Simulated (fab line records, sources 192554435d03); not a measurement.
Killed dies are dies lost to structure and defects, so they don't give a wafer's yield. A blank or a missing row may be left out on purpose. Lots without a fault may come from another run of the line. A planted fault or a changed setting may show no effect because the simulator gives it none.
fab line records | flow n5_finfet
record lots=7 wafers=39
route steps=1938 shown PMOS_HMC_CHANNEL_EPI@64 FIN_SAQP@120
start_h: hours from the record's first day to the start of the lot's first wafer shown | wait_h: hours since the lot's step before | " the same as in the row above | L1.1+2: a row that stands for several wafers | - no value, or no start given | * or withheld: withheld | < > ~ a bound
route shown NAME@n: a module of which the file shows steps, and the number in the route of the first | usual: mean/standard deviation of fault-free wafers | same: alike in all rows | chamber/n: place in a boat | sites: the reading at each site | _std_site: their standard deviation | _edge_site: outer sites' mean less inner sites' | radius_mm: how far each site lies from the wafer's centre | mask NAME#n: copy n | behind: the tool/chamber that last shaped the wafer | hold: why the lot was held/for how many hours/how that ended | device: the transistor (n, p or np) that didn't switch | end of line: the same wafers' tests at the end of the route | a step without rows: its recipe alone | killed: dies lost to structure and defects at the first sort, not the wafer's yield | map: a wafer's dies, x killed, . not, _ none there
set.NAME: the setting as run; set.NAME@STEP: as run at that earlier step | model.NAME: the simulator's own value behind a step, which no gauge read
lots whose settings were changed on purpose; a table a step, a row a wafer
## steps
# step N5_PMOS_HMC_CHANNEL_EPI_DEVELOP_08
# recipe develop_time_s=30 developer=TMAH resist=CAR-ArF-block dev_temp_c=23 rinse_liquid=diw dry=air_spin
# columns lot.wafer tool chamber start_h wait_h set.develop_time_s
L074.1+3+6 litho_track-01 0 - - 14.44
L074.2+4+5 " 0 " " 30
L075.1+2+4 litho_track-05 0 - - 14.06
L075.3+5+6 " 0 " " 30
L077.1+3+6 litho_track-04 0 - - 30
L077.2+4+5 " 0 " " 45.5
L078.1+3+5 litho_track-04 0 - - 30
L078.2+4+6 " 0 " " 44.25
L082.1+2+6 litho_track-05 0 - - 30
L082.3+4+5 " 0 " " 45.58
L087.1+3+5 litho_track-05 0 - - 20.24
L087.2+4+6 " 0 " " 30
L088.2+3+4 litho_track-04 0 - - 30
# step N5_PMOS_HMC_CHANNEL_EPI_CD_MEAS_09
# recipe target_cd_nm=237.4 landing_energy_ev=500 detector=se_inlens
# usual cd_nm=237.5/0.87
# columns lot.wafer tool chamber start_h wait_h set.develop_time_s@PMOS_HMC_CHANNEL_EPI_DEVELOP_08 cd_nm
L074.1 cd_sem-02 0 17.34 - 14.44 234.9
L074.2 " 0 " " 30 237.7
L074.3 " 0 " " 14.44 233.9
L074.4 " 0 " " 30 238.5
L074.5 " 0 " " 30 238.9
L074.6 " 0 " " 14.44 232.7
L075.1 cd_sem-02 0 24.84 - 14.06 233.0
L075.2 " 0 " " 14.06 231.5
L075.3 " 0 " " 30 236.5
L075.4 " 0 " " 14.06 232.2
L075.5 " 0 " " 30 238.3
L075.6 " 0 " " 30 236.1
L077.1 cd_sem-01 0 35.01 - 30 238.9
L077.2 " 0 " " 45.5 240.6
L077.3 " 0 " " 30 237.4
L077.4 " 0 " " 45.5 240.0
L077.5 " 0 " " 45.5 240.8
L077.6 " 0 " " 30 237.0
L078.1 cd_sem-02 0 41.12 - 30 238.1
L078.2 " 0 " " 44.25 239.4
L078.3 " 0 " " 30 237.4
L078.4 " 0 " " 44.25 238.6
L078.5 " 0 " " 30 237.7
L078.6 " 0 " " 44.25 241.0
L082.1 cd_sem-01 0 65.00 - 30 236.8
L082.2 " 0 " " 30 237.1
L082.3 " 0 " " 45.58 238.8
L082.4 " 0 " " 45.58 239.7
L082.5 " 0 " " 45.58 239.2
L082.6 " 0 " " 30 237.8
L087.1 cd_sem-03 0 95.30 - 20.24 235.4
L087.2 " 0 " " 30 237.1
L087.3 " 0 " " 20.24 236.0
L087.4 " 0 " " 30 238.3
L087.5 " 0 " " 20.24 235.6
L087.6 " 0 " " 30 239.3
L088.2 cd_sem-02 0 101.19 - 30 237.9
L088.3 " 0 " " 30 236.5
L088.4 " 0 " " 30 237.4
# step N5_PMOS_HMC_CHANNEL_EPI_DESCUM_14
# recipe chemistry=O2 time_s=7.9 source_power_w=50 bias_power_w=20 pressure_mtorr=20 rf_frequency_hz=2.712e+07 temp_c=40 resist=CAR-ArF-block o2_flow_sccm=225
# columns lot.wafer tool chamber start_h wait_h set.develop_time_s@PMOS_HMC_CHANNEL_EPI_DEVELOP_08 model.PMOS_HMC_CHANNEL_EPI.cd_nm
L074.1 rie_diel-02 3 18.81 1.4 14.44 234.6
L074.2 " 1 " " 30 237.8
L074.3 " 2 " " 14.44 234
L074.4 " 2 " " 30 238.4
L074.5 " 1 " " 30 239.1
L074.6 " 3 " " 14.44 232.8
L075.1 rie_diel-02 1 25.51 0.6 14.06 233
L075.2 " 3 " " 14.06 231.5
L075.3 " 2 " " 30 236.2
L075.4 " 1 " " 14.06 232.3
L075.5 " 2 " " 30 238.4
L075.6 " 3 " " 30 236.5
L077.1 rie_diel-02 2 35.10 0.0 30 238.8
L077.2 " 0 " " 45.5 240.6
L077.3 " 3 " " 30 237.4
L077.4 " 1 " " 45.5 240.1
L077.5 " 3 " " 45.5 240.9
L077.6 " 2 " " 30 236.9
L078.1 rie_diel-02 1 41.21 0.0 30 238.3
L078.2 " 3 " " 44.25 239.4
L078.3 " 2 " " 30 237.4
L078.4 " 0 " " 44.25 238.7
L078.5 " 0 " " 30 237.8
L078.6 " 3 " " 44.25 241.1
L082.1 rie_diel-05 1 65.09 0.0 30 236.6
L082.2 " 3 " " 30 237
L082.3 " 2 " " 45.58 239.2
L082.4 " 0 " " 45.58 240
L082.5 " 1 " " 45.58 239.1
L082.6 " 0 " " 30 237.6
L087.1 rie_diel-05 0 95.39 0.0 20.24 235.5
L087.2 " 2 " " 30 237.7
L087.3 " 1 " " 20.24 236.2
L087.4 " 0 " " 30 238.2
L087.5 " 2 " " 20.24 236
L087.6 " 1 " " 30 239.1
L088.2 rie_diel-02 0 101.28 0.0 30 237.9
L088.3 " 2 " " 30 236.7
L088.4 " 1 " " 30 237.2
# step N5_FIN_SAQP_MANDREL_ETCH_22
# recipe target_depth_a=600 chemistry=HBr/Cl2 target=a-Si stop_on=SiNx bt_time_s=10 over_etch_frac=0.5 time_s=30 pressure_mtorr=10 icp_w=800 bias_w=75 HBr_flow_sccm=150 Cl2_flow_sccm=80 ends=end_point
# usual oes_product_au=0.764/0.011
# columns lot.wafer tool chamber start_h wait_h set.target_depth_a oes_product_au model.SiNx_of_FIN_SAQP_PECVD_48.thk_nm model.SOC_of_FIN_SAQP_COAT_49.thk_nm
L074.1 rie_si-04 3 23.29 0.0 600 0.759 24.97 75.05
L074.2 " 2 " " 883.1 0.616 18.47 64.02
L074.3 " 0 " " 883.1 0.616 19.22 64.32
L074.4 " 1 " " 600 0.758 24.85 75.47
L074.5 " 3 " " 600 0.760 25.08 75.52
L074.6 " 0 " " 883.1 0.620 18.91 63.42
L075.1 rie_si-01 1 30.38 0.0 757.6 0.656 21.28 69.16
L075.2 " 3 " " 600 0.763 25.07 76.31
L075.3 " 0 " " 757.6 0.681 21.92 69.96
L075.4 " 2 " " 600 0.792 25.03 75.91
L075.5 " 0 " " 600 0.784 25.09 76.17
L075.6 " 1 " " 757.6 0.662 22.1 69.71
L077.1 rie_si-04 1 39.63 0.0 600 0.744 24.62 75.19
L077.2 " 0 " " 600 0.751 24.49 75.73
L077.3 " 2 " " 752 0.676 21.59 69.52
L077.4 " 3 " " 752 0.678 21.8 69.64
L077.5 " 3 " " 600 0.767 24.76 75.37
L077.6 " 0 " " 752 0.679 21.76 69
L078.1 rie_si-04 0 45.80 0.0 462.8 0.885 24.78 81.28
L078.2 " 3 " " 600 0.750 24.9 76.16
L078.3 " 1 " " 600 0.747 24.76 75.88
L078.4 " 2 " " 462.8 0.901 25.28 81.59
L078.5 " 3 " " 462.8 0.898 25.27 82.03
L078.6 " 0 " " 600 0.765 25.15 76.38
L082.1 rie_si-04 1 69.60 0.0 737.7 0.667 22.27 70.86
L082.2 " 3 " " 600 0.749 25.04 76.64
L082.3 " 0 " " 600 0.751 24.82 76.9
L082.4 " 2 " " 600 0.770 25.82 76.68
L082.5 " 0 " " 737.7 0.668 22.66 71.17
L082.6 " 3 " " 737.7 0.681 22.43 71.22
L087.1 rie_si-04 0 100.00 0.0 693.2 0.697 22.89 72.59
L087.2 " 3 " " 600 0.751 25.15 76.2
L087.3 " 1 " " 600 0.741 24.77 75.93
L087.4 " 2 " " 693.2 0.705 23.2 72.52
L087.5 " 2 " " 600 0.771 25.31 75.82
L087.6 " 1 " " 693.2 0.683 23.52 72.2
L088.2 rie_si-04 0 105.71 0.0 600 0.769 25.03 75.61
L088.3 " 1 " " 600 0.750 24.67 75.65
L088.4 " 3 " " 600 0.782 25.41 75.83
# step N5_FIN_SAQP_STRIP_55
# recipe chemistry=N2/H2 power_w=500 temp_c=40 pressure_mtorr=50 rf_frequency_hz=6e+07 overash_fraction=0.3 bias_power_w=28 h2_frac=0.5 n2_flow_sccm=300 h2_flow_sccm=300
# step N5_FIN_SAQP_STRIP_23
# recipe chemistry=SPM time_s=750 temp_c=130 h2so4_h2o2_vol_ratio=4
# step N5_FIN_SAQP_MANDREL1_REMOVE_56
# recipe chemistry=HBr/Cl2/O2 bt_time_s=10 target=a-Si stop_on=SiNx endpoint=OES-SiCl over_etch_frac=1 icp_w=600 bias_w=22 HBr_flow_sccm=150 Cl2_flow_sccm=80 O2_flow_sccm=5 pressure_mtorr=10
# step N5_FIN_SAQP_ETCH_57
# recipe chemistry=CH3F/O2 target=SiNx mask_material=SiO2 target_depth_a=325 time_s=46.4 pressure_mtorr=30 source_w=395 bias_w=73 Ar_flow_sccm=150 CH3F_flow_sccm=30 O2_flow_sccm=20 ion_energy_ev=120 ends=cleared
# usual etch_rf_on_time_s=46.0/0.85
# columns lot.wafer tool chamber start_h wait_h set.target_depth_a@FIN_SAQP_MANDREL_ETCH_22 etch_rf_on_time_s model.etch.depth_nm
L074.1 rie_diel-06 2 25.24 0.1 600 45.7 24.97
L074.2 " 0 " " 883.1 34.2 18.47
L074.3 " 3 " " 883.1 35.3 19.22
L074.4 " 1 " " 600 45.5 24.85
L074.5 " 3 " " 600 45.8 25.08
L074.6 " 0 " " 883.1 35.0 18.91
L075.1 rie_diel-04 0 32.43 0.2 757.6 40.2 21.28
L075.2 " 3 " " 600 46.2 25.07
L075.3 " 1 " " 757.6 41.0 21.92
L075.4 " 2 " " 600 45.9 25.03
L075.5 " 3 " " 600 46.3 25.09
L075.6 " 2 " " 757.6 41.3 22.1
L077.1 rie_diel-06 3 41.40 0.0 600 45.0 24.62
L077.2 " 2 " " 600 44.7 24.49
L077.3 " 0 " " 752 40.0 21.59
L077.4 " 1 " " 752 39.9 21.8
L077.5 " 1 " " 600 45.3 24.76
L077.6 " 0 " " 752 40.4 21.76
L078.1 rie_diel-01 2 48.71 0.2 462.8 45.9 24.78
L078.2 " 1 " " 600 46.5 24.9
L078.3 " 3 " " 600 45.5 24.76
L078.4 " 0 " " 462.8 46.6 25.28
L078.5 " 2 " " 462.8 46.6 25.27
L078.6 " 3 " " 600 46.4 25.15
L082.1 rie_diel-06 2 72.53 0.1 737.7 41.6 22.27
L082.2 " 0 " " 600 48.0 25.04
L082.3 " 3 " " 600 46.2 24.82
L082.4 " 1 " " 600 48.6 25.82
L082.5 " 3 " " 737.7 42.3 22.66
L082.6 " 0 " " 737.7 42.6 22.43
L087.1 rie_diel-01 1 102.85 0.0 693.2 41.6 22.89
L087.2 " 0 " " 600 46.2 25.15
L087.3 " 3 " " 600 45.2 24.77
L087.4 " 2 " " 693.2 41.8 23.2
L087.5 " 2 " " 600 45.9 25.31
L087.6 " 1 " " 693.2 42.3 23.52
L088.2 rie_diel-06 1 107.77 0.2 600 45.9 25.03
L088.3 " 3 " " 600 45.6 24.67
L088.4 " 2 " " 600 46.6 25.41
## key
split step=N5_PMOS_HMC_CHANNEL_EPI_DEVELOP_08 setting=develop_time_s stated=30 by=wafer
response step=N5_PMOS_HMC_CHANNEL_EPI_CD_MEAS_09 reading=cd_nm change=+0.0639 per=1% r=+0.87
response step=N5_PMOS_HMC_CHANNEL_EPI_DESCUM_14 reading=model.PMOS_HMC_CHANNEL_EPI.cd_nm change=+0.0658 per=1% r=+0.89
split step=N5_FIN_SAQP_MANDREL_ETCH_22 setting=target_depth_a stated=600 by=wafer
response step=N5_FIN_SAQP_MANDREL_ETCH_22 reading=oes_product_au change=-0.00365 per=1% r=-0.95
response step=N5_FIN_SAQP_MANDREL_ETCH_22 reading=model.SiNx_of_FIN_SAQP_PECVD_48.thk_nm change=-0.112 per=1% r=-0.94
response step=N5_FIN_SAQP_MANDREL_ETCH_22 reading=model.SOC_of_FIN_SAQP_COAT_49.thk_nm change=-0.242 per=1% r=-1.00
response step=N5_FIN_SAQP_ETCH_57 reading=etch_rf_on_time_s change=* per=1% r=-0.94
response step=N5_FIN_SAQP_ETCH_57 reading=model.etch.depth_nm change=-0.112 per=1% r=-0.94
